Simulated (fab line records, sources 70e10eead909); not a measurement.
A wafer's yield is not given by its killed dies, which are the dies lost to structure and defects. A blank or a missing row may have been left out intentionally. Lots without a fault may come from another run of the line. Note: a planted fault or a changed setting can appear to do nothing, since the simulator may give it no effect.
Which of the tools did it? | flow nand-harc | Sampling: 14 lots, 42 wafers, 3 of 1159 route steps

WHAT EACH GAUGE READ, for each wafer
NHARC_P_CONTACT_CD_MEAS_12: target cd 90 nm.
lot  | measured     | on        | cd-nm (nm)
L851 | day 6 00:46  | cd-sem-01 | 90.4 90.3 90.5
L852 | day 6 06:57  | cd-sem-03 | 89.8 89.8 90.7
L855 | day 6 13:21  | cd-sem-03 | 89.9 90.1 89.8
L854 | day 6 13:35  | cd-sem-01 | 90.0 90.2 90.7
L864 | day 9 09:10  | cd-sem-01 | 90.7 90.1 90.0
L865 | day 9 11:23  | cd-sem-01 | 90.5 90.2 90.2
L867 | day 10 00:05 | cd-sem-01 | 90.4 90.1 90.0
L866 | day 10 00:44 | cd-sem-03 | 89.9 90.1 90.2
L869 | day 10 18:09 | cd-sem-02 | 90.5 90.5 90.7
L870 | day 10 18:30 | cd-sem-03 | 90.4 90.9 90.4
L871 | day 11 01:26 | cd-sem-01 | 90.8 90.5 90.5
L872 | day 11 08:53 | cd-sem-01 | 90.0 89.8 89.3

WHAT TOOL EACH LOT RAN ON (gives the tool, then ch and the chambers of the sampled wafers, and finally the start)
lot  | NHARC_P_STI_CMP_21           | NHARC_P_GATE_IMPLANT_62
L851 | cmp-01 ch 1,2, day 3 20:33   | implanter-02 ch 0, day 5 18:26
L852 | cmp-01 ch 0,1,3, day 4 02:43 | implanter-01 ch 0, day 6 00:59
L855 | cmp-04 ch 1,3, day 4 10:58   | implanter-02 ch 0, day 6 06:56
L854 | cmp-03 ch 1,3, day 4 10:59   | implanter-01 ch 0, day 6 07:21
L861 | cmp-04 ch 0,1,3, day 6 17:25 | implanter-02, day 8 17:53
L863 | cmp-01 ch 0,1,3, day 6 17:25 | implanter-02, day 8 16:53
L864 | cmp-04 ch 0,3, day 7 06:26   | implanter-01 ch 0, day 9 03:02
L865 | cmp-01 ch 1,3, day 7 06:27   | implanter-02 ch 0, day 9 04:25
L867 | cmp-03 ch 0,2,3, day 7 19:07 | implanter-02 ch 0, day 9 17:47
L866 | cmp-04 ch 0,1,3, day 7 19:10 | implanter-02 ch 0, day 9 18:25
L869 | cmp-04 ch 0,2,3, day 8 15:29 | implanter-01 ch 0, day 10 12:03
L870 | cmp-04 ch 0,1,2, day 8 15:40 | implanter-01 ch 0, day 10 12:12
L871 | cmp-03 ch 1,2,3, day 8 20:09 | implanter-01 ch 0, day 10 19:23
L872 | cmp-03 ch 0,3, day 9 02:07   | implanter-01 ch 0, day 11 02:38
- NHARC_P_STI_CMP_21: polishes, t overpolish 20 s, target thk 380.67 nm.
- NHARC_P_GATE_IMPLANT_62

WHAT THE TOOLS THEMSELVES READ (means of the sampled wafers that have a number; where no wafer has one, the mark that the record gives instead)
NHARC_P_STI_CMP_21.
lot  | tool   | edge-zone-pressure-frac | motor-current-A (A) | overpolish-run-s (s)
L851 | cmp-01 | 1.001                   | 11.6                | 19.992
L852 | cmp-01 | 1.003                   | 12.0                | 20.003
L855 | cmp-04 | 1.005                   | 10.6                | 20.010
L854 | cmp-03 | 1.000                   | 11.2                | 19.987
L861 | cmp-04 | 0.998                   | 10.4                | 19.999
L863 | cmp-01 | 1.003                   | 11.9                | 19.993
L864 | cmp-04 | 0.995                   | 10.1                | 19.999
L865 | cmp-01 | 0.991                   | 11.3                | 20.006
L867 | cmp-03 | 0.997                   | 12.6                | 20.000
L866 | cmp-04 | 1.003                   | 10.5                | 19.997
L869 | cmp-04 | 0.996                   | 10.9                | 20.005
L870 | cmp-04 | 1.002                   | 12.0                | 20.008
L871 | cmp-03 | 0.997                   | 11.9                | 19.999
L872 | cmp-03 | 0.996                   | 13.8                | 19.999

NHARC_P_GATE_IMPLANT_62.
lot  | tool         | beam-energy-keV | beam-on-s (s) | faraday-current-uA
L851 | implanter-02 | 20.006          | 30.8          | 12054
L852 | implanter-01 | 20.005          | 28.6          | 12948
L855 | implanter-02 | 19.999          | 30.9          | 12025
L854 | implanter-01 | 20.007          | 29.6          | 12591
L861 | implanter-02 | -               | -             | -
L863 | implanter-02 | -               | -             | -
L864 | implanter-01 | 20.002          | 28.2          | 13142
L865 | implanter-02 | 19.997          | 30.7          | 12155
L867 | implanter-02 | 20.003          | 31.3          | 11876
L866 | implanter-02 | 19.997          | 31.2          | 11912
L869 | implanter-01 | 19.992          | 29.2          | 12723
L870 | implanter-01 | 19.992          | 28.5          | 12998
L871 | implanter-01 | 19.999          | 28.4          | 13120
L872 | implanter-01 | 19.991          | 29.0          | 12806

THE ANSWER, worked out from the rows above alone
Rule: the usual values come from the lots themselves. Put in order of their means at a reading, lots are off if they are a third of the lots or fewer, leave a main group of 4 or more, and stand apart from it by a gap of 3 or more times the standard deviation of the main group's means; of several such gaps the widest counts. A main group whose means are all the same, to the digits that the tables above print for the reading, isn't used. Also off: a lot with no number at a reading for which 4 or more lots have one. Any other lot the step has rows for is counted as sound. After the gauges, taken in route order, come the tools' own readings; for these a lot's mean is taken, as printed above. The first step at which some lot is off is used, and at that step the reading that is off furthest; a lot without a number counts as furthest.
Off at NHARC_P_GATE_IMPLANT_62 (beam-energy-keV): L861, L863. Without a number there: L861, L863. Main group: mean 19.999, sd 0.0054.
A tool fits if, at that step or a process step before it, it ran every lot that is off, and no sound lot after the first of them. Of those tried, none fits.

WHAT HAD BEEN PUT IN BY THE SIMULATOR
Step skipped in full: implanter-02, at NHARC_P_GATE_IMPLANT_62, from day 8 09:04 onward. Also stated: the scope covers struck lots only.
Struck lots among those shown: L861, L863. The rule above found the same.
